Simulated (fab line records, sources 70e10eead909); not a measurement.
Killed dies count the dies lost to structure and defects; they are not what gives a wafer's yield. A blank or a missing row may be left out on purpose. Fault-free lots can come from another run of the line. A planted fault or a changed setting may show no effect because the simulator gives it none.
Which tool was responsible? || flow nand-harc || Sampling: 24 lots, 72 wafers, 4 of 1302 route steps

## WHAT EACH GAUGE READ, for each wafer
NHARC_A_M1_CD_MEAS_16.
{"lot": "L074", "measured": "day 23 07:22", "on": "cd-sem-02", "cd-nm (nm)": "118.2 119.9 119.2"}
{"lot": "L075", "measured": "day 23 08:15", "on": "cd-sem-02", "cd-nm (nm)": "119.5 120.5 119.8"}
{"lot": "L076", "measured": "day 23 21:57", "on": "cd-sem-02", "cd-nm (nm)": "119.1 119.6 119.2"}
{"lot": "L077", "measured": "day 24 01:07", "on": "cd-sem-02", "cd-nm (nm)": "119.0 119.8 120.1"}
{"lot": "L078", "measured": "day 24 02:32", "on": "cd-sem-01", "cd-nm (nm)": "119.3 119.3 119.9"}
{"lot": "L079", "measured": "day 24 09:25", "on": "cd-sem-03", "cd-nm (nm)": "119.9 120.2 119.1"}
{"lot": "L081", "measured": "day 25 16:06", "on": "cd-sem-02", "cd-nm (nm)": "119.4 119.8 119.4"}
{"lot": "L080", "measured": "day 25 22:14", "on": "cd-sem-01", "cd-nm (nm)": "119.9 120.0 119.7"}
{"lot": "L083", "measured": "day 26 15:08", "on": "cd-sem-03", "cd-nm (nm)": "120.0 119.7 119.8"}
{"lot": "L082", "measured": "day 26 23:20", "on": "cd-sem-02", "cd-nm (nm)": "120.1 119.2 120.4"}
{"lot": "L085", "measured": "day 27 21:11", "on": "cd-sem-01", "cd-nm (nm)": "120.3 120.4 119.0"}
{"lot": "L086", "measured": "day 27 23:54", "on": "cd-sem-03", "cd-nm (nm)": "119.3 120.2 120.1"}
{"lot": "L084", "measured": "day 28 01:54", "on": "cd-sem-01", "cd-nm (nm)": "119.9 120.1 120.8"}
{"lot": "L087", "measured": "day 28 09:42", "on": "cd-sem-02", "cd-nm (nm)": "120.1 120.2 120.1"}
{"lot": "L088", "measured": "day 28 22:24", "on": "cd-sem-03", "cd-nm (nm)": "118.4 119.1 119.7"}
{"lot": "L089", "measured": "day 28 23:40", "on": "cd-sem-02", "cd-nm (nm)": "119.9 119.3 119.4"}
{"lot": "L091", "measured": "day 30 01:47", "on": "cd-sem-03", "cd-nm (nm)": "120.0 119.1 120.1"}
{"lot": "L092", "measured": "day 30 09:13", "on": "cd-sem-03", "cd-nm (nm)": "120.6 119.3 119.8"}
{"lot": "L090", "measured": "day 30 11:18", "on": "cd-sem-02", "cd-nm (nm)": "120.6 119.7 119.6"}
{"lot": "L093", "measured": "day 30 15:35", "on": "cd-sem-01", "cd-nm (nm)": "120.3 119.8 118.8"}
{"lot": "L095", "measured": "day 31 09:46", "on": "cd-sem-02", "cd-nm (nm)": "119.9 120.7 119.0"}
{"lot": "L094", "measured": "day 31 11:13", "on": "cd-sem-01", "cd-nm (nm)": "120.3 120.0 119.7"}
{"lot": "L096", "measured": "day 32 07:35", "on": "cd-sem-02", "cd-nm (nm)": "119.7 119.9 119.6"}
{"lot": "L097", "measured": "day 32 15:47", "on": "cd-sem-01", "cd-nm (nm)": "119.0 119.5 120.1"}

NHARC_A_BONDPAD_CD_MEAS_09: the cd target is 500 nm.
{"lot": "L074", "measured": "day 23 11:33", "on": "cd-sem-01", "cd-nm (nm)": "500.7 501.5 499.3"}
{"lot": "L075", "measured": "day 23 12:28", "on": "cd-sem-01", "cd-nm (nm)": "499.3 501.1 498.6"}
{"lot": "L076", "measured": "day 24 02:08", "on": "cd-sem-01", "cd-nm (nm)": "500.6 501.7 499.4"}
{"lot": "L077", "measured": "day 24 05:19", "on": "cd-sem-02", "cd-nm (nm)": "501.8 499.1 498.3"}
{"lot": "L078", "measured": "day 24 06:43", "on": "cd-sem-03", "cd-nm (nm)": "498.6 499.0 501.3"}
{"lot": "L079", "measured": "day 24 13:29", "on": "cd-sem-02", "cd-nm (nm)": "502.3 499.5 500.9"}
{"lot": "L081", "measured": "day 25 20:22", "on": "cd-sem-02", "cd-nm (nm)": "502.9 499.2 501.9"}
{"lot": "L080", "measured": "day 26 02:35", "on": "cd-sem-01", "cd-nm (nm)": "499.7 499.2 499.7"}
{"lot": "L083", "measured": "day 26 19:30", "on": "cd-sem-01", "cd-nm (nm)": "500.5 501.3 499.2"}
{"lot": "L082", "measured": "day 27 03:29", "on": "cd-sem-03", "cd-nm (nm)": "501.9 501.7 500.3"}
{"lot": "L085", "measured": "day 28 01:33", "on": "cd-sem-03", "cd-nm (nm)": "500.6 498.4 498.1"}
{"lot": "L086", "measured": "day 28 04:12", "on": "cd-sem-03", "cd-nm (nm)": "501.3 501.9 500.5"}
{"lot": "L084", "measured": "day 28 06:05", "on": "cd-sem-01", "cd-nm (nm)": "501.8 499.2 499.4"}
{"lot": "L087", "measured": "day 28 13:46", "on": "cd-sem-02", "cd-nm (nm)": "498.9 501.8 499.5"}
{"lot": "L088", "measured": "day 29 02:45", "on": "cd-sem-03", "cd-nm (nm)": "500.5 499.1 498.6"}
{"lot": "L089", "measured": "day 29 03:44", "on": "cd-sem-01", "cd-nm (nm)": "503.1 504.0 501.6"}
{"lot": "L091", "measured": "day 30 06:02", "on": "cd-sem-01", "cd-nm (nm)": "499.4 500.7 499.9"}
{"lot": "L092", "measured": "day 30 13:26", "on": "cd-sem-03", "cd-nm (nm)": "498.2 499.2 497.7"}
{"lot": "L090", "measured": "day 30 15:59", "on": "cd-sem-03", "cd-nm (nm)": "498.6 500.8 499.1"}
{"lot": "L093", "measured": "day 30 19:59", "on": "cd-sem-01", "cd-nm (nm)": "501.1 502.3 500.5"}
{"lot": "L095", "measured": "day 31 14:07", "on": "cd-sem-03", "cd-nm (nm)": "499.9 500.5 500.9"}
{"lot": "L094", "measured": "day 31 15:31", "on": "cd-sem-03", "cd-nm (nm)": "499.5 499.1 498.9"}
{"lot": "L096", "measured": "day 32 11:48", "on": "cd-sem-02", "cd-nm (nm)": "500.9 497.9 498.6"}
{"lot": "L097", "measured": "day 32 19:52", "on": "cd-sem-02", "cd-nm (nm)": "499.4 498.8 500.4"}

## EACH LOT AND THE TOOL THAT RAN IT (in order: tool; ch and the chambers of the sampled wafers; start)
{"lot": "L074", "NHARC_A_M0_STRIP_18": "rie-diel-04 ch 0,2,3, day 23 03:25", "NHARC_A_BONDPAD_DEP_00": "pecvd-02 ch 0,1, day 23 10:29"}
{"lot": "L075", "NHARC_A_M0_STRIP_18": "rie-diel-10 ch 0,3, day 23 04:08", "NHARC_A_BONDPAD_DEP_00": "pecvd-02 ch 1,2, day 23 11:19"}
{"lot": "L076", "NHARC_A_M0_STRIP_18": "rie-diel-02 ch 0,1,2, day 23 17:28", "NHARC_A_BONDPAD_DEP_00": "pecvd-04 ch 0,1,2, day 24 01:00"}
{"lot": "L077", "NHARC_A_M0_STRIP_18": "rie-diel-02 ch 1,3, day 23 19:36", "NHARC_A_BONDPAD_DEP_00": "pecvd-02 ch 0,2, day 24 05:19 or earlier"}
{"lot": "L078", "NHARC_A_M0_STRIP_18": "rie-diel-10 ch 0,1,2, day 23 22:42", "NHARC_A_BONDPAD_DEP_00": "pecvd-01 ch 0,2, day 24 05:32"}
{"lot": "L079", "NHARC_A_M0_STRIP_18": "rie-diel-02 ch 0,1, day 24 05:26", "NHARC_A_BONDPAD_DEP_00": "pecvd-04 ch 0,1, day 24 12:26"}
{"lot": "L081", "NHARC_A_M0_STRIP_18": "rie-diel-04 ch 1,2,3, day 25 12:06", "NHARC_A_BONDPAD_DEP_00": "pecvd-04 ch 0,1, day 25 19:08"}
{"lot": "L080", "NHARC_A_M0_STRIP_18": "rie-diel-04 ch 0,3, day 25 18:18", "NHARC_A_BONDPAD_DEP_00": "pecvd-01 ch 0,1, day 26 01:26"}
{"lot": "L083", "NHARC_A_M0_STRIP_18": "rie-diel-02 ch 2,3, day 26 11:10", "NHARC_A_BONDPAD_DEP_00": "pecvd-02 ch 0,1,2, day 26 18:15"}
{"lot": "L082", "NHARC_A_M0_STRIP_18": "rie-diel-02 ch 0,1, day 26 19:19", "NHARC_A_BONDPAD_DEP_00": "pecvd-01 ch 0,1,2, day 27 02:29"}
{"lot": "L085", "NHARC_A_M0_STRIP_18": "rie-diel-04 ch 0,2,3, day 27 17:07", "NHARC_A_BONDPAD_DEP_00": "pecvd-01 ch 0,1,2, day 28 00:25"}
{"lot": "L086", "NHARC_A_M0_STRIP_18": "rie-diel-10 ch 0,1, day 27 20:05", "NHARC_A_BONDPAD_DEP_00": "pecvd-01 ch 0,1,2, day 28 03:04"}
{"lot": "L084", "NHARC_A_M0_STRIP_18": "rie-diel-10 ch 2,3, day 27 21:56", "NHARC_A_BONDPAD_DEP_00": "pecvd-04 ch 0,1,2, day 28 04:59"}
{"lot": "L087", "NHARC_A_M0_STRIP_18": "rie-diel-10 ch 0,1,2, day 28 05:49", "NHARC_A_BONDPAD_DEP_00": "pecvd-02 ch 0,1, day 28 12:41"}
{"lot": "L088", "NHARC_A_M0_STRIP_18": "rie-diel-10 ch 1,3, day 28 18:23", "NHARC_A_BONDPAD_DEP_00": "pecvd-02 ch 2, day 29 01:28"}
{"lot": "L089", "NHARC_A_M0_STRIP_18": "rie-diel-10 ch 0,2,3, day 28 19:29", "NHARC_A_BONDPAD_DEP_00": "pecvd-04 ch 0,1,2, day 29 02:40"}
{"lot": "L091", "NHARC_A_M0_STRIP_18": "rie-diel-10 ch 0,2,3, day 29 21:53", "NHARC_A_BONDPAD_DEP_00": "pecvd-04 ch 0,1, day 30 06:02 or earlier"}
{"lot": "L092", "NHARC_A_M0_STRIP_18": "rie-diel-10 ch 0,1, day 30 05:22", "NHARC_A_BONDPAD_DEP_00": "pecvd-01 ch 0,2, day 30 12:12"}
{"lot": "L090", "NHARC_A_M0_STRIP_18": "rie-diel-04 ch 0,2,3, day 30 07:19", "NHARC_A_BONDPAD_DEP_00": "pecvd-01 ch 0,2, day 30 14:37"}
{"lot": "L093", "NHARC_A_M0_STRIP_18": "rie-diel-10 ch 0,1,2, day 30 11:40", "NHARC_A_BONDPAD_DEP_00": "pecvd-02 ch 0,1,2, day 30 18:46"}
{"lot": "L095", "NHARC_A_M0_STRIP_18": "rie-diel-04 ch 0,1,2, day 31 05:47", "NHARC_A_BONDPAD_DEP_00": "pecvd-04 ch 1,2, day 31 12:52"}
{"lot": "L094", "NHARC_A_M0_STRIP_18": "rie-diel-10 ch 1,2, day 31 06:56", "NHARC_A_BONDPAD_DEP_00": "pecvd-04 ch 1,2, day 31 14:14"}
{"lot": "L096", "NHARC_A_M0_STRIP_18": "rie-diel-04 ch 1,2, day 32 03:30", "NHARC_A_BONDPAD_DEP_00": "pecvd-01 ch 1,2, day 32 10:34"}
{"lot": "L097", "NHARC_A_M0_STRIP_18": "rie-diel-04 ch 0,1, day 32 11:47", "NHARC_A_BONDPAD_DEP_00": "pecvd-01 ch 0,1,2, day 32 18:48"}
- NHARC_A_M0_STRIP_18: strips in N2/H2.
- NHARC_A_BONDPAD_DEP_00: deposits SiCN, target thk 250 nm.

## WHAT THE TOOLS THEMSELVES READ (means of the sampled wafers that have a number; where no wafer has one, the mark that the record gives instead)
NHARC_A_M0_STRIP_18.
{"lot": "L074", "tool": "rie-diel-04", "drypump-motor-current-A (A)": 5.3, "oes-product-au (a.u.)": 1.000, "rf-vpp-V (V)": 90.6, "showerhead-plenum-p-Torr (Torr)": 2.08, "throttle-valve-pct (%)": 14.178}
{"lot": "L075", "tool": "rie-diel-10", "drypump-motor-current-A (A)": 5.6, "oes-product-au (a.u.)": 0.993, "rf-vpp-V (V)": 90.2, "showerhead-plenum-p-Torr (Torr)": 2.02, "throttle-valve-pct (%)": 14.176}
{"lot": "L076", "tool": "rie-diel-02", "drypump-motor-current-A (A)": 5.8, "oes-product-au (a.u.)": 1.000, "rf-vpp-V (V)": 91.5, "showerhead-plenum-p-Torr (Torr)": 2.10, "throttle-valve-pct (%)": 14.176}
{"lot": "L077", "tool": "rie-diel-02", "drypump-motor-current-A (A)": 5.9, "oes-product-au (a.u.)": 0.999, "rf-vpp-V (V)": 91.9, "showerhead-plenum-p-Torr (Torr)": 2.18, "throttle-valve-pct (%)": 14.167}
{"lot": "L078", "tool": "rie-diel-10", "drypump-motor-current-A (A)": 5.9, "oes-product-au (a.u.)": 1.001, "rf-vpp-V (V)": 90.1, "showerhead-plenum-p-Torr (Torr)": 1.96, "throttle-valve-pct (%)": 14.178}
{"lot": "L079", "tool": "rie-diel-02", "drypump-motor-current-A (A)": 5.3, "oes-product-au (a.u.)": 1.000, "rf-vpp-V (V)": 90.5, "showerhead-plenum-p-Torr (Torr)": 2.12, "throttle-valve-pct (%)": 14.169}
{"lot": "L081", "tool": "rie-diel-04", "drypump-motor-current-A (A)": 5.5, "oes-product-au (a.u.)": 0.991, "rf-vpp-V (V)": 90.1, "showerhead-plenum-p-Torr (Torr)": 2.10, "throttle-valve-pct (%)": 14.171}
{"lot": "L080", "tool": "rie-diel-04", "drypump-motor-current-A (A)": 5.2, "oes-product-au (a.u.)": 1.010, "rf-vpp-V (V)": 90.9, "showerhead-plenum-p-Torr (Torr)": 2.04, "throttle-valve-pct (%)": 14.168}
{"lot": "L083", "tool": "rie-diel-02", "drypump-motor-current-A (A)": 6.3, "oes-product-au (a.u.)": 0.999, "rf-vpp-V (V)": 91.3, "showerhead-plenum-p-Torr (Torr)": 2.16, "throttle-valve-pct (%)": 14.170}
{"lot": "L082", "tool": "rie-diel-02", "drypump-motor-current-A (A)": 5.6, "oes-product-au (a.u.)": 0.996, "rf-vpp-V (V)": 90.6, "showerhead-plenum-p-Torr (Torr)": 2.08, "throttle-valve-pct (%)": 14.170}
{"lot": "L085", "tool": "rie-diel-04", "drypump-motor-current-A (A)": 5.3, "oes-product-au (a.u.)": 1.004, "rf-vpp-V (V)": 91.1, "showerhead-plenum-p-Torr (Torr)": 2.08, "throttle-valve-pct (%)": 14.177}
{"lot": "L086", "tool": "rie-diel-10", "drypump-motor-current-A (A)": 5.8, "oes-product-au (a.u.)": 1.010, "rf-vpp-V (V)": 90.7, "showerhead-plenum-p-Torr (Torr)": 1.98, "throttle-valve-pct (%)": 14.180}
{"lot": "L084", "tool": "rie-diel-10", "drypump-motor-current-A (A)": 5.8, "oes-product-au (a.u.)": 1.003, "rf-vpp-V (V)": 90.3, "showerhead-plenum-p-Torr (Torr)": 2.02, "throttle-valve-pct (%)": 14.169}
{"lot": "L087", "tool": "rie-diel-10", "drypump-motor-current-A (A)": 5.9, "oes-product-au (a.u.)": 0.999, "rf-vpp-V (V)": 90.7, "showerhead-plenum-p-Torr (Torr)": 1.96, "throttle-valve-pct (%)": 14.176}
{"lot": "L088", "tool": "rie-diel-10", "drypump-motor-current-A (A)": 5.8, "oes-product-au (a.u.)": 1.002, "rf-vpp-V (V)": 90.4, "showerhead-plenum-p-Torr (Torr)": 2.01, "throttle-valve-pct (%)": 14.171}
{"lot": "L089", "tool": "rie-diel-10", "drypump-motor-current-A (A)": 5.8, "oes-product-au (a.u.)": 1.005, "rf-vpp-V (V)": 90.2, "showerhead-plenum-p-Torr (Torr)": 1.99, "throttle-valve-pct (%)": 14.169}
{"lot": "L091", "tool": "rie-diel-10", "drypump-motor-current-A (A)": 5.8, "oes-product-au (a.u.)": 0.993, "rf-vpp-V (V)": 90.8, "showerhead-plenum-p-Torr (Torr)": 1.99, "throttle-valve-pct (%)": 14.169}
{"lot": "L092", "tool": "rie-diel-10", "drypump-motor-current-A (A)": 5.7, "oes-product-au (a.u.)": 1.005, "rf-vpp-V (V)": 90.1, "showerhead-plenum-p-Torr (Torr)": 1.99, "throttle-valve-pct (%)": 14.169}
{"lot": "L090", "tool": "rie-diel-04", "drypump-motor-current-A (A)": 5.3, "oes-product-au (a.u.)": 1.003, "rf-vpp-V (V)": 90.8, "showerhead-plenum-p-Torr (Torr)": 2.08, "throttle-valve-pct (%)": 14.177}
{"lot": "L093", "tool": "rie-diel-10", "drypump-motor-current-A (A)": 5.9, "oes-product-au (a.u.)": 1.003, "rf-vpp-V (V)": 89.8, "showerhead-plenum-p-Torr (Torr)": 1.96, "throttle-valve-pct (%)": 14.169}
{"lot": "L095", "tool": "rie-diel-04", "drypump-motor-current-A (A)": 5.1, "oes-product-au (a.u.)": 1.003, "rf-vpp-V (V)": 90.5, "showerhead-plenum-p-Torr (Torr)": 2.05, "throttle-valve-pct (%)": 14.165}
{"lot": "L094", "tool": "rie-diel-10", "drypump-motor-current-A (A)": 6.2, "oes-product-au (a.u.)": 1.002, "rf-vpp-V (V)": 89.6, "showerhead-plenum-p-Torr (Torr)": 1.93, "throttle-valve-pct (%)": 14.169}
{"lot": "L096", "tool": "rie-diel-04", "drypump-motor-current-A (A)": 5.4, "oes-product-au (a.u.)": 0.998, "rf-vpp-V (V)": 90.8, "showerhead-plenum-p-Torr (Torr)": 2.07, "throttle-valve-pct (%)": 14.166}
{"lot": "L097", "tool": "rie-diel-04", "drypump-motor-current-A (A)": 5.3, "oes-product-au (a.u.)": 0.999, "rf-vpp-V (V)": 90.4, "showerhead-plenum-p-Torr (Torr)": 2.03, "throttle-valve-pct (%)": 14.165}

NHARC_A_BONDPAD_DEP_00.
{"lot": "L074", "tool": "pecvd-02", "heater-power-w (W)": 559}
{"lot": "L075", "tool": "pecvd-02", "heater-power-w (W)": 547}
{"lot": "L076", "tool": "pecvd-04", "heater-power-w (W)": 485}
{"lot": "L077", "tool": "pecvd-02", "heater-power-w (W)": 542}
{"lot": "L078", "tool": "pecvd-01", "heater-power-w (W)": 604}
{"lot": "L079", "tool": "pecvd-04", "heater-power-w (W)": 513}
{"lot": "L081", "tool": "pecvd-04", "heater-power-w (W)": 518}
{"lot": "L080", "tool": "pecvd-01", "heater-power-w (W)": 534}
{"lot": "L083", "tool": "pecvd-02", "heater-power-w (W)": 607}
{"lot": "L082", "tool": "pecvd-01", "heater-power-w (W)": 596}
{"lot": "L085", "tool": "pecvd-01", "heater-power-w (W)": 563}
{"lot": "L086", "tool": "pecvd-01", "heater-power-w (W)": 565}
{"lot": "L084", "tool": "pecvd-04", "heater-power-w (W)": 484}
{"lot": "L087", "tool": "pecvd-02", "heater-power-w (W)": 586}
{"lot": "L088", "tool": "pecvd-02", "heater-power-w (W)": 653}
{"lot": "L089", "tool": "pecvd-04", "heater-power-w (W)": 472}
{"lot": "L091", "tool": "pecvd-04", "heater-power-w (W)": 546}
{"lot": "L092", "tool": "pecvd-01", "heater-power-w (W)": 659}
{"lot": "L090", "tool": "pecvd-01", "heater-power-w (W)": 599}
{"lot": "L093", "tool": "pecvd-02", "heater-power-w (W)": 576}
{"lot": "L095", "tool": "pecvd-04", "heater-power-w (W)": 505}
{"lot": "L094", "tool": "pecvd-04", "heater-power-w (W)": 568}
{"lot": "L096", "tool": "pecvd-01", "heater-power-w (W)": 513}
{"lot": "L097", "tool": "pecvd-01", "heater-power-w (W)": 595}

## THE ANSWER, worked out from the rows above alone
Rule: the usual values come from the lots themselves. The widest of any qualifying gaps counts: lots, ordered by their means at a reading, are off when they make up no more than a third of the lots, leave a main group of 4 or more, and stand apart from it by 3 or more times the standard deviation of that group's means. A main group is skipped when, at the precision printed for the reading in the tables above, its means are all equal. A lot without any number at a reading at which 4 lots or more have one is off too. Where the step has rows for the other lots, those lots are counted as sound. After the gauges, taken in route order, come the tools' own readings; for these a lot's mean is taken, as printed above. At the first step where some lot is off, the reading lying furthest off is the one used; lots without a number count as furthest.
Across all readings shown, no lot is off: no conclusion can be drawn from this.

## WHAT HAD BEEN PUT IN BY THE SIMULATOR
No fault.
